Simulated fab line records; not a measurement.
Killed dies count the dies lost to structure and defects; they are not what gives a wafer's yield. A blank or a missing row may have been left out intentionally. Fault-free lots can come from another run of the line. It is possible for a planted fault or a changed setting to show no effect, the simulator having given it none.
Chamber matching || flow n5Finfet || 4 sister chambers for N5_BEOL_M9_ETCH_61 on rieDiel-01
The step etches SiARC in CF4, target depth 39 nm, time 65 s. 8 wafers are shown with their chamber, then 12 later ones without.

EACH WAFER AND ITS CHAMBER
{"wafer": "L082.3", "chamber": 0, "showerheadPlenumPTorr (Torr)": 2.26, "drypumpMotorCurrentA (A)": 5.5}
{"wafer": "L088.3", "chamber": 1, "showerheadPlenumPTorr (Torr)": 2.21, "drypumpMotorCurrentA (A)": 6.3}
{"wafer": "L087.1", "chamber": 3, "showerheadPlenumPTorr (Torr)": 2.20, "drypumpMotorCurrentA (A)": 5.7}
{"wafer": "L087.4", "chamber": 2, "showerheadPlenumPTorr (Torr)": 2.04, "drypumpMotorCurrentA (A)": 6.3}
{"wafer": "L087.5", "chamber": 2, "showerheadPlenumPTorr (Torr)": 2.04, "drypumpMotorCurrentA (A)": 6.4}
{"wafer": "L089.1", "chamber": 3, "showerheadPlenumPTorr (Torr)": 2.20, "drypumpMotorCurrentA (A)": 5.7}
{"wafer": "L089.4", "chamber": 1, "showerheadPlenumPTorr (Torr)": 2.21, "drypumpMotorCurrentA (A)": 6.3}
{"wafer": "L089.5", "chamber": 0, "showerheadPlenumPTorr (Torr)": 2.25, "drypumpMotorCurrentA (A)": 5.5}

WAFERS WITH NO CHAMBER GIVEN
{"wafer": "L091.2", "showerheadPlenumPTorr (Torr)": 2.20, "drypumpMotorCurrentA (A)": 5.7}
{"wafer": "L091.3", "showerheadPlenumPTorr (Torr)": 2.25, "drypumpMotorCurrentA (A)": 5.5}
{"wafer": "L091.6", "showerheadPlenumPTorr (Torr)": 2.20, "drypumpMotorCurrentA (A)": 6.3}
{"wafer": "L095.1", "showerheadPlenumPTorr (Torr)": 2.19, "drypumpMotorCurrentA (A)": 5.7}
{"wafer": "L095.3", "showerheadPlenumPTorr (Torr)": 2.03, "drypumpMotorCurrentA (A)": 6.4}
{"wafer": "L095.4", "showerheadPlenumPTorr (Torr)": 2.25, "drypumpMotorCurrentA (A)": 5.5}
{"wafer": "L096.1", "showerheadPlenumPTorr (Torr)": 2.20, "drypumpMotorCurrentA (A)": 6.3}
{"wafer": "L096.3", "showerheadPlenumPTorr (Torr)": 2.25, "drypumpMotorCurrentA (A)": 5.5}
{"wafer": "L096.5", "showerheadPlenumPTorr (Torr)": 2.20, "drypumpMotorCurrentA (A)": 6.3}
{"wafer": "L097.1", "showerheadPlenumPTorr (Torr)": 2.03, "drypumpMotorCurrentA (A)": 6.3}
{"wafer": "L097.3", "showerheadPlenumPTorr (Torr)": 2.25, "drypumpMotorCurrentA (A)": 5.5}
{"wafer": "L097.5", "showerheadPlenumPTorr (Torr)": 2.20, "drypumpMotorCurrentA (A)": 6.3}

WHICH CHAMBER EACH ONE RAN IN
{"wafer": "L091.2", "from the rows above": 3, "in truth": 3}
{"wafer": "L091.3", "from the rows above": 0, "in truth": 0}
{"wafer": "L091.6", "from the rows above": 1, "in truth": 1}
{"wafer": "L095.1", "from the rows above": 3, "in truth": 3}
{"wafer": "L095.3", "from the rows above": 2, "in truth": 2}
{"wafer": "L095.4", "from the rows above": 0, "in truth": 0}
{"wafer": "L096.1", "from the rows above": 1, "in truth": 1}
{"wafer": "L096.3", "from the rows above": 0, "in truth": 0}
{"wafer": "L096.5", "from the rows above": 1, "in truth": 1}
{"wafer": "L097.1", "from the rows above": 2, "in truth": 2}
{"wafer": "L097.3", "from the rows above": 0, "in truth": 0}
{"wafer": "L097.5", "from the rows above": 1, "in truth": 1}
Correctly placed: 12 of 12. From these rows, 0 cannot be placed. Number placed wrongly: 0.
How it was worked out, from the rows above alone: a wafer's distance from a chamber is the root of the sum, over the readings, of the square of ((its reading less the chamber's mean) divided by the reading's scatter). If the next closest chamber is less than 2 further off than the closest, the wafer can't be placed; otherwise it belongs to the closest. For every chamber, the mean is computed from those of its wafers that are shown. The scatter: take each reading less its chamber's mean, square it, sum over the shown wafers, divide by the number of wafers less the number of chambers, and take the root.
